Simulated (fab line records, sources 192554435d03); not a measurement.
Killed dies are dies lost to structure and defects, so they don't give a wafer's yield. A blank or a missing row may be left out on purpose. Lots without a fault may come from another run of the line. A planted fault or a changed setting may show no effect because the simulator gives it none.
Split-lot experiment | flow n5_finfet | 7 lots, 21 wafers read, on a route of 1938 steps

THE SPLIT
At N5_BEOL_M8_EXPOSE_08 (exposes mask M8), the setting dose_mj was moved away from the recipe's 68.25 on 8 of the 21 wafers read, by -7.2% to +6.5%. The other wafers ran this setting at the recipe's value.

FROM THE SPLIT TO THE READING: what the file shows between them, 15 steps
- N5_BEOL_M8_DEVELOP_10: develop time 30 s (also split here: develop_time_s)
- N5_BEOL_M8_CD_MEAS_11: target cd 38.5 nm
- N5_BEOL_M8_DESCUM_16: chemistry O2, time 7.9 s
- N5_BEOL_M8_ETCH_61: etches SiARC in CF4, target depth 45.5 nm, time 75.8 s
- N5_BEOL_M8_ETCH_62: etches SOC in N2/H2, target depth 110 nm, overetch 22 nm, time 165 s
- N5_BEOL_M8_STRIP_68: strips in N2/H2
- N5_BEOL_M8_STRIP_67: strips in CF4
- N5_BEOL_M8_HM_OPEN_17: chemistry Cl2/BCl3, target TiN, target depth 20 nm, overetch 6 nm
- N5_BEOL_M8_STRIP_19: strips in O2
- N5_BEOL_M8_CD_MEAS_18: pitch 80 nm, target cd 40 nm
- N5_BEOL_M8_ETCH_65: etches SiARC in CF4, target depth 15.6 nm, time 26 s (also split here: source_w)
- N5_BEOL_M8_ETCH_66: etches SOC in N2/H2, target depth 80 nm, overetch 16 nm, time 120 s
- N5_BEOL_M8_STRIP_69: strips in N2/H2
- N5_BEOL_M8_PRECLEAN_42: cleans in residue remover, time 60 s
- N5_BEOL_M8_SRD_43: time 30 s

THE READING
cd_nm, in nm, at N5_BEOL_M8_CD_MEAS_35 (target cd 40 nm). Fault-free wafers of this fab line usually give 40.0 nm, standard deviation 0.61 nm.

wafer  | tool, chamber at the split | dose_mj as run | against the recipe | cd_nm, nm | against lot-mates on the recipe
L075.1 | arfi_scanner-01, 0         | 65.74          | -3.7%              | 38.0      | -3.1
L075.2 | arfi_scanner-01, 0         | 68.25          | recipe             | 41.1      | -
L075.4 | arfi_scanner-01, 0         | 65.74          | -3.7%              | 38.3      | -2.8
L081.1 | arfi_scanner-03, 0         | 63.34          | -7.2%              | 37.1      | -3.1
L081.3 | arfi_scanner-03, 0         | 68.25          | recipe             | 40.2      | -
L081.6 | arfi_scanner-03, 0         | 63.34          | -7.2%              | 36.4      | -3.8
L083.2 | arfi_scanner-03, 0         | 68.25          | recipe             | 39.2      | -
L083.5 | arfi_scanner-03, 0         | 65.04          | -4.7%              | 37.0      | -2.2
L083.6 | arfi_scanner-03, 0         | 65.04          | -4.7%              | 36.8      | -2.4
L084.1 | arfi_scanner-02, 0         | 68.25          | recipe             | 40.2      | -
L084.2 | arfi_scanner-02, 0         | 68.25          | recipe             | 40.0      | -
L084.4 | arfi_scanner-02, 0         | 68.25          | recipe             | 39.5      | -
L085.4 | arfi_scanner-03, 0         | 68.25          | recipe             | 39.4      | -
L085.5 | arfi_scanner-03, 0         | 68.25          | recipe             | 38.8      | -
L085.6 | arfi_scanner-03, 0         | 68.25          | recipe             | 38.7      | -
L089.3 | arfi_scanner-01, 0         | 72.72          | +6.5%              | 42.6      | +3.1
L089.4 | arfi_scanner-01, 0         | 68.25          | recipe             | 40.1      | -
L089.5 | arfi_scanner-01, 0         | 68.25          | recipe             | 38.8      | -
L091.1 | arfi_scanner-03, 0         | 68.25          | recipe             | 39.5      | -
L091.3 | arfi_scanner-03, 0         | 68.25          | recipe             | 40.1      | -
L091.5 | arfi_scanner-03, 0         | 69.72          | +2.2%              | 40.8      | +1.0

THE FIT
A straight line over all 21 wafers: cd_nm changes by +0.452 nm for each +1% of dose_mj; r = +0.92; the points scatter about the line by 0.62 nm.
The same after taking each lot's own level away (the mean of its wafers on the recipe; 21 wafers): +0.512 nm for each +1%; r = +0.96; scatter 0.47 nm.
On that fit, the largest move of dose_mj shifts the reading by 3.7 nm.
The lots' own levels span 38.97 to 41.10 nm, that is 3.5 times the standard deviation above.
So the lot-to-lot level changes the slope: the two fits differ.
Check: with one of the wafers moved furthest among these (-7.2%) left out of the fit, the line predicts -3.98 nm for it against its lot-mates. It came out at -3.1 nm against them.

OTHER SPLITS ON THESE WAFERS
These wafers also went through other splits before the reading. Each is held against what the fit with the lots' levels taken away leaves over:
other split on the same wafers       | wafers away from the commonest value | r with cd_nm (lot level and that fit taken away)
N5_BEOL_M6_TRENCH_ETCH_37 time_s     | 9                                    | +0.28
N5_BEOL_M8_DEVELOP_10 develop_time_s | 11                                   | +0.61
N5_BEOL_M8_ETCH_65 source_w          | 5                                    | -0.31

THE WHOLE CHAIN: every reading that the file lists as answering this split, in the file's order
step                  | what it does                                                         | reading                                                               | change (the file's fit)               | r (the file's)
N5_BEOL_M8_CD_MEAS_11 | target cd 38.5 nm                                                    | cd_nm                                                                 | +0.471 nm for each +1% of the setting | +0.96
N5_BEOL_M8_ETCH_61    | etches SiARC in CF4, target depth 45.5 nm, time 75.8 s               | BEOL_M8.cd_offset_nm (the simulator's own value, which no gauge read) | +0.494 nm for each +1% of the setting | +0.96
N5_BEOL_M8_ETCH_62    | etches SOC in N2/H2, target depth 110 nm, overetch 22 nm, time 165 s | BEOL_M8.cd_offset_nm (the simulator's own value, which no gauge read) | +0.496 nm for each +1% of the setting | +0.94
N5_BEOL_M8_HM_OPEN_17 | chemistry Cl2/BCl3, target TiN, target depth 20 nm, overetch 6 nm    | BEOL_M8.cd_offset_nm (the simulator's own value, which no gauge read) | +0.506 nm for each +1% of the setting | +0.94
N5_BEOL_M8_CD_MEAS_18 | pitch 80 nm, target cd 40 nm                                         | cd_nm                                                                 | +0.528 nm for each +1% of the setting | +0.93
N5_BEOL_M8_CD_MEAS_35 | target cd 40 nm                                                      | cd_nm                                                                 | +0.513 nm for each +1% of the setting | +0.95

THE FILE'S OWN FIT
cd_nm changes by +0.513 nm for each +1% of dose_mj, r = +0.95.
